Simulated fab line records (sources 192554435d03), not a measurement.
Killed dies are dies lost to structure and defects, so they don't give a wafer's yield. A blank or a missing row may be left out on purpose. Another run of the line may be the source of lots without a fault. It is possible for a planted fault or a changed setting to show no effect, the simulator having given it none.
What tool caused it? :: flow n5Finfet :: 24 lots with 72 wafers sampled at 4 steps, on a route of 1938 steps

WHAT EACH GAUGE READ, for each wafer
N5_BEOL_M14_OVL_MEAS_29. Usual: M14_OVL typically reads 1 nm, with standard deviation 5.
lot: L074
measured: day 11 08:01
on: overlay-01
M14_OVL (nm): 5 5 3
flag: 

lot: L076
measured: day 11 08:47
on: overlay-02
M14_OVL (nm): -5 -7 -2
flag: 

lot: L075
measured: day 11 20:58
on: overlay-02
M14_OVL (nm): 0 4 -1
flag: 

lot: L077
measured: day 12 00:02
on: overlay-02
M14_OVL (nm): 2 1 -1
flag: 

lot: L078
measured: day 12 06:42
on: overlay-01
M14_OVL (nm): 7 3 4
flag: 

lot: L079
measured: day 13 04:52
on: overlay-01
M14_OVL (nm): -11 -3 -4
flag: 

lot: L081
measured: day 13 06:15
on: overlay-02
M14_OVL (nm): 9 6 16
flag: 

lot: L082
measured: day 13 09:11
on: overlay-02
M14_OVL (nm): 2 5 2
flag: 

lot: L083
measured: day 13 19:38
on: overlay-01
M14_OVL (nm): 4 -2 3
flag: 

lot: L080
measured: day 13 20:04
on: overlay-02
M14_OVL (nm): 7 4 4
flag: 

lot: L084
measured: day 14 04:40
on: overlay-02
M14_OVL (nm): -6 -5 1
flag: 

lot: L085
measured: day 14 04:52
on: overlay-02
M14_OVL (nm): 0 4 1
flag: 

lot: L086
measured: day 14 08:09
on: overlay-02
M14_OVL (nm): -6 -6 -5
flag: 

lot: L087
measured: day 14 11:05
on: overlay-01
M14_OVL (nm): -3 -8 -5
flag: 

lot: L088
measured: day 14 20:51
on: overlay-01
M14_OVL (nm): 11 1 4
flag: 

lot: L090
measured: day 15 04:47
on: overlay-01
M14_OVL (nm): 7 7 4
flag: 

lot: L089
measured: day 15 09:31
on: overlay-01
M14_OVL (nm): -4 1 2
flag: 

lot: L092
measured: day 15 22:17
on: overlay-02
M14_OVL (nm): -1 -7 8
flag: 

lot: L093
measured: day 16 06:40
on: overlay-02
M14_OVL (nm): 5 0 4
flag: 

lot: L095
measured: day 16 13:08
on: overlay-01
M14_OVL (nm): -4 2 -4
flag: 

lot: L091
measured: day 16 16:01
on: overlay-02
M14_OVL (nm): -2 -1 -1
flag: 

lot: L094
measured: day 16 18:15
on: overlay-02
M14_OVL (nm): 11 7 8
flag: 

lot: L097
measured: day 17 08:52
on: overlay-02
M14_OVL (nm): -1 -6 -4
flag: 

lot: L096
measured: day 17 13:08
on: overlay-02
M14_OVL (nm): 0 4 5
flag: 

N5_BEOL_M14_THK_MEAS_50: measures by xrf. Usual: M14_THK typically reads 549 nm, with standard deviation 28.
lot: L074
measured: day 11 10:56
on: filmMetro-01
M14_THK (nm): 559 584 546
flag: 

lot: L076
measured: day 11 13:13
on: filmMetro-02
M14_THK (nm): 561 514 530
flag: 

lot: L075
measured: day 12 00:02
on: filmMetro-02
M14_THK (nm): 565 501 561
flag: 

lot: L077
measured: day 12 04:10
on: filmMetro-01
M14_THK (nm): 576 577 549
flag: 

lot: L078
measured: day 12 13:31
on: filmMetro-02
M14_THK (nm): 559 519 556
flag: 

lot: L079
measured: day 13 12:07
on: filmMetro-01
M14_THK (nm): 577 593 545
flag: 

lot: L081
measured: day 13 15:56
on: filmMetro-02
M14_THK (nm): 556 561 567
flag: 

lot: L082
measured: day 13 18:25
on: filmMetro-02
M14_THK (nm): 571 544 575
flag: 

lot: L083
measured: day 13 23:41
on: filmMetro-01
M14_THK (nm): 514 585 580
flag: 

lot: L080
measured: day 14 00:39
on: filmMetro-01
M14_THK (nm): 588 537 588
flag: 

lot: L084
measured: day 14 11:59
on: filmMetro-01
M14_THK (nm): 553 578 597
flag: 

lot: L085
measured: day 14 12:12
on: filmMetro-01
M14_THK (nm): 548 592 590
flag: 

lot: L086
measured: day 14 12:18
on: filmMetro-02
M14_THK (nm): 549 478 506
flag: 

lot: L087
measured: day 14 15:14
on: filmMetro-02
M14_THK (nm): 567 565 558
flag: 

lot: L088
measured: day 15 03:22
on: filmMetro-02
M14_THK (nm): 555 506 519
flag: 

lot: L090
measured: day 15 07:28
on: filmMetro-02
M14_THK (nm): 518 575 490
flag: 

lot: L089
measured: day 15 12:22
on: filmMetro-02
M14_THK (nm): 531 503 525
flag: 

lot: L092
measured: day 16 01:53
on: filmMetro-01
M14_THK (nm): 544 565 527
flag: 

lot: L093
measured: day 16 11:56
on: filmMetro-01
M14_THK (nm): 576 601 556
flag: 

lot: L095
measured: day 16 15:22
on: filmMetro-01
M14_THK (nm): 594 574 591
flag: 

lot: L091
measured: day 16 21:43
on: filmMetro-01
M14_THK (nm): 509 594 507
flag: 

lot: L094
measured: day 16 23:17
on: filmMetro-02
M14_THK (nm): 531 563 548
flag: 

lot: L097
measured: day 17 11:28
on: filmMetro-01
M14_THK (nm): 531 528 580
flag: 

lot: L096
measured: day 17 15:37
on: filmMetro-01
M14_THK (nm): 533 528 576
flag: 

WHAT TOOL EACH LOT RAN ON (gives the tool, then ch and the chambers of the sampled wafers, and finally the start)
lot: L074
N5_BEOL_M13_SPUTTER_44: pvdSputter-01, day 11 05:20
N5_BEOL_M14_CMP_49: cmp-04 ch 1,2,3, day 11 10:38

lot: L076
N5_BEOL_M13_SPUTTER_44: pvdSputter-01, day 11 05:39
N5_BEOL_M14_CMP_49: cmp-04 ch 0,2,3, day 11 12:55

lot: L075
N5_BEOL_M13_SPUTTER_44: pvdSputter-02, day 11 17:41
N5_BEOL_M14_CMP_49: cmp-04 ch 1,2,3, day 11 23:44

lot: L077
N5_BEOL_M13_SPUTTER_44: pvdSputter-03, day 11 21:14
N5_BEOL_M14_CMP_49: cmp-03 ch 0,2,3, day 12 03:52

lot: L078
N5_BEOL_M13_SPUTTER_44: pvdSputter-01, day 12 03:28
N5_BEOL_M14_CMP_49: cmp-03 ch 1,2,3, day 12 13:13

lot: L079
N5_BEOL_M13_SPUTTER_44: pvdSputter-02, day 13 02:14
N5_BEOL_M14_CMP_49: cmp-02 ch 1,3, day 13 11:49

lot: L081
N5_BEOL_M13_SPUTTER_44: pvdSputter-02, day 13 03:28
N5_BEOL_M14_CMP_49: cmp-03 ch 0,1, day 13 15:40

lot: L082
N5_BEOL_M13_SPUTTER_44: pvdSputter-01, day 13 06:32
N5_BEOL_M14_CMP_49: cmp-04 ch 1,2, day 13 18:07

lot: L083
N5_BEOL_M13_SPUTTER_44: pvdSputter-01, day 13 17:00
N5_BEOL_M14_CMP_49: cmp-02 ch 0,1,2, day 13 23:28

lot: L080
N5_BEOL_M13_SPUTTER_44: pvdSputter-03, day 13 17:30
N5_BEOL_M14_CMP_49: cmp-03 ch 0,1, day 14 00:22

lot: L084
N5_BEOL_M13_SPUTTER_44: pvdSputter-02, day 14 01:52
N5_BEOL_M14_CMP_49: cmp-02 ch 0,1,2, day 14 11:41

lot: L085
N5_BEOL_M13_SPUTTER_44: pvdSputter-03, day 14 01:54
N5_BEOL_M14_CMP_49: cmp-03 ch 0,1,2, day 14 11:55

lot: L086
N5_BEOL_M13_SPUTTER_44: pvdSputter-01, day 14 05:30
N5_BEOL_M14_CMP_49: cmp-04 ch 1,3, day 14 12:00

lot: L087
N5_BEOL_M13_SPUTTER_44: pvdSputter-03, day 14 08:06
N5_BEOL_M14_CMP_49: cmp-02 ch 1,2, day 14 14:58

lot: L088
N5_BEOL_M13_SPUTTER_44: pvdSputter-01, day 14 17:55
N5_BEOL_M14_CMP_49: cmp-04 ch 1,3, day 15 03:04

lot: L090
N5_BEOL_M13_SPUTTER_44: pvdSputter-01, day 15 02:08
N5_BEOL_M14_CMP_49: cmp-04 ch 0,2,3, day 15 07:17

lot: L089
N5_BEOL_M13_SPUTTER_44: pvdSputter-01, day 15 06:48
N5_BEOL_M14_CMP_49: cmp-04 ch 0,1,2, day 15 12:09

lot: L092
N5_BEOL_M13_SPUTTER_44: pvdSputter-02, day 15 19:31
N5_BEOL_M14_CMP_49: cmp-02 ch 0,1,2, day 16 01:35

lot: L093
N5_BEOL_M13_SPUTTER_44: pvdSputter-03, day 16 04:02
N5_BEOL_M14_CMP_49: cmp-04 ch 0,1, day 16 11:38

lot: L095
N5_BEOL_M13_SPUTTER_44: pvdSputter-03, day 16 10:22
N5_BEOL_M14_CMP_49: cmp-03 ch 0,2, day 16 15:04

lot: L091
N5_BEOL_M13_SPUTTER_44: pvdSputter-03, day 16 12:37
N5_BEOL_M14_CMP_49: cmp-03 ch 1,2,3, day 16 21:32

lot: L094
N5_BEOL_M13_SPUTTER_44: pvdSputter-03, day 16 15:31
N5_BEOL_M14_CMP_49: cmp-02 ch 0,1,3, day 16 23:04

lot: L097
N5_BEOL_M13_SPUTTER_44: pvdSputter-02, day 17 06:10
N5_BEOL_M14_CMP_49: cmp-03 ch 0,1,3, day 17 11:15

lot: L096
N5_BEOL_M13_SPUTTER_44: pvdSputter-01, day 17 10:15
N5_BEOL_M14_CMP_49: cmp-03 ch 0,1,2, day 17 15:26
- N5_BEOL_M13_SPUTTER_44: material Ta, target thk 10 nm, time 16.13 s.
- N5_BEOL_M14_CMP_49: polishes, stops on SiO2, t overpolish 5.2 s, target thk 560 nm.

WHAT THE TOOLS THEMSELVES READ (means of the sampled wafers that have a number; where no wafer has one, the mark that the record gives instead)
N5_BEOL_M13_SPUTTER_44. Usual: 30.1 % for throttleValvePct, sd 0.94.
lot: L074
tool: pvdSputter-01
throttleValvePct (%): 29.6
flag: 

lot: L076
tool: pvdSputter-01
throttleValvePct (%): 29.5
flag: 

lot: L075
tool: pvdSputter-02
throttleValvePct (%): 30.4
flag: 

lot: L077
tool: pvdSputter-03
throttleValvePct (%): 30.7
flag: 

lot: L078
tool: pvdSputter-01
throttleValvePct (%): 29.6
flag: 

lot: L079
tool: pvdSputter-02
throttleValvePct (%): 29.6
flag: 

lot: L081
tool: pvdSputter-02
throttleValvePct (%): 30.6
flag: 

lot: L082
tool: pvdSputter-01
throttleValvePct (%): 29.4
flag: 

lot: L083
tool: pvdSputter-01
throttleValvePct (%): 29.6
flag: 

lot: L080
tool: pvdSputter-03
throttleValvePct (%): 31.2
flag: 

lot: L084
tool: pvdSputter-02
throttleValvePct (%): 30.4
flag: 

lot: L085
tool: pvdSputter-03
throttleValvePct (%): 30.9
flag: 

lot: L086
tool: pvdSputter-01
throttleValvePct (%): 29.1
flag: 

lot: L087
tool: pvdSputter-03
throttleValvePct (%): 31.3
flag: 

lot: L088
tool: pvdSputter-01
throttleValvePct (%): 30.2
flag: 

lot: L090
tool: pvdSputter-01
throttleValvePct (%): 29.2
flag: 

lot: L089
tool: pvdSputter-01
throttleValvePct (%): 29.7
flag: 

lot: L092
tool: pvdSputter-02
throttleValvePct (%): 30.5
flag: 

lot: L093
tool: pvdSputter-03
throttleValvePct (%): 30.8
flag: 

lot: L095
tool: pvdSputter-03
throttleValvePct (%): 30.1
flag: 

lot: L091
tool: pvdSputter-03
throttleValvePct (%): 29.9
flag: 

lot: L094
tool: pvdSputter-03
throttleValvePct (%): 31.2
flag: 

lot: L097
tool: pvdSputter-02
throttleValvePct (%): 30.6
flag: 

lot: L096
tool: pvdSputter-01
throttleValvePct (%): 29.5
flag: 

N5_BEOL_M14_CMP_49. Usual: barrierFieldEndpointS 11.3 s, standard deviation 0.34; motorCurrentA 7.9 A, standard deviation 0.88; overpolishRunS 5.200 s, standard deviation 0.0095; timeToEndpointS 119 s, standard deviation 5.5.
lot: L074
tool: cmp-04
barrierFieldEndpointS (s): 11.7
motorCurrentA (A): 8.0
overpolishRunS (s): 5.207
timeToEndpointS (s): 124
flag: 

lot: L076
tool: cmp-04
barrierFieldEndpointS (s): 11.6
motorCurrentA (A): 7.9
overpolishRunS (s): 5.195
timeToEndpointS (s): 121
flag: 

lot: L075
tool: cmp-04
barrierFieldEndpointS (s): 11.6
motorCurrentA (A): 8.0
overpolishRunS (s): 5.197
timeToEndpointS (s): 127
flag: 

lot: L077
tool: cmp-03
barrierFieldEndpointS (s): 11.3
motorCurrentA (A): 7.5
overpolishRunS (s): 5.196
timeToEndpointS (s): 118
flag: 

lot: L078
tool: cmp-03
barrierFieldEndpointS (s): 11.2
motorCurrentA (A): 7.5
overpolishRunS (s): 5.187
timeToEndpointS (s): 113
flag: 

lot: L079
tool: cmp-02
barrierFieldEndpointS (s): 11.4
motorCurrentA (A): 8.6
overpolishRunS (s): 5.200
timeToEndpointS (s): 122
flag: 

lot: L081
tool: cmp-03
barrierFieldEndpointS (s): 10.9
motorCurrentA (A): 8.4
overpolishRunS (s): 5.195
timeToEndpointS (s): 116
flag: 

lot: L082
tool: cmp-04
barrierFieldEndpointS (s): 11.2
motorCurrentA (A): 7.4
overpolishRunS (s): 5.193
timeToEndpointS (s): 119
flag: 

lot: L083
tool: cmp-02
barrierFieldEndpointS (s): 11.0
motorCurrentA (A): 8.8
overpolishRunS (s): 5.202
timeToEndpointS (s): 115
flag: 

lot: L080
tool: cmp-03
barrierFieldEndpointS (s): 11.0
motorCurrentA (A): 8.1
overpolishRunS (s): 5.196
timeToEndpointS (s): 117
flag: 

lot: L084
tool: cmp-02
barrierFieldEndpointS (s): 11.0
motorCurrentA (A): 8.7
overpolishRunS (s): 5.192
timeToEndpointS (s): 114
flag: 

lot: L085
tool: cmp-03
barrierFieldEndpointS (s): 11.0
motorCurrentA (A): 8.2
overpolishRunS (s): 5.212
timeToEndpointS (s): 112
flag: 

lot: L086
tool: cmp-04
barrierFieldEndpointS (s): 11.5
motorCurrentA (A): 7.6
overpolishRunS (s): 5.199
timeToEndpointS (s): 121
flag: 

lot: L087
tool: cmp-02
barrierFieldEndpointS (s): 11.2
motorCurrentA (A): 8.8
overpolishRunS (s): 5.214
timeToEndpointS (s): 119
flag: 

lot: L088
tool: cmp-04
barrierFieldEndpointS (s): 11.1
motorCurrentA (A): 7.9
overpolishRunS (s): 5.206
timeToEndpointS (s): 122
flag: 

lot: L090
tool: cmp-04
barrierFieldEndpointS (s): 11.6
motorCurrentA (A): 8.0
overpolishRunS (s): 5.197
timeToEndpointS (s): 119
flag: 

lot: L089
tool: cmp-04
barrierFieldEndpointS (s): 11.5
motorCurrentA (A): 7.5
overpolishRunS (s): 5.201
timeToEndpointS (s): 121
flag: 

lot: L092
tool: cmp-02
barrierFieldEndpointS (s): 11.0
motorCurrentA (A): 8.7
overpolishRunS (s): 5.197
timeToEndpointS (s): 116
flag: 

lot: L093
tool: cmp-04
barrierFieldEndpointS (s): 11.6
motorCurrentA (A): 6.8
overpolishRunS (s): 5.207
timeToEndpointS (s): 123
flag: 

lot: L095
tool: cmp-03
barrierFieldEndpointS (s): 11.1
motorCurrentA (A): 8.0
overpolishRunS (s): 5.194
timeToEndpointS (s): 119
flag: 

lot: L091
tool: cmp-03
barrierFieldEndpointS (s): 11.2
motorCurrentA (A): 7.7
overpolishRunS (s): 5.197
timeToEndpointS (s): 111
flag: 

lot: L094
tool: cmp-02
barrierFieldEndpointS (s): 11.4
motorCurrentA (A): 8.7
overpolishRunS (s): 5.198
timeToEndpointS (s): 121
flag: 

lot: L097
tool: cmp-03
barrierFieldEndpointS (s): 10.9
motorCurrentA (A): 7.9
overpolishRunS (s): 5.203
timeToEndpointS (s): 114
flag: 

lot: L096
tool: cmp-03
barrierFieldEndpointS (s): 10.9
motorCurrentA (A): 8.2
overpolishRunS (s): 5.196
timeToEndpointS (s): 113
flag: 

THE ANSWER, worked out from the rows above alone
Rule: a lot counts as off when the mean over its wafers that have a number is more than 3 standard deviations away from the usual mean. Also off: a lot with no number at a reading for which 4 or more lots have one. Any other lot the step has rows for is counted as sound. First the gauges in route order, then the tools' own readings, where a lot's mean is used as printed above. At the first step where some lot is off, the reading lying furthest off is the one used; lots without a number count as furthest.
Nothing can be told from this: no lot is off at any reading shown.

WHAT WAS PUT IN BY THE SIMULATOR
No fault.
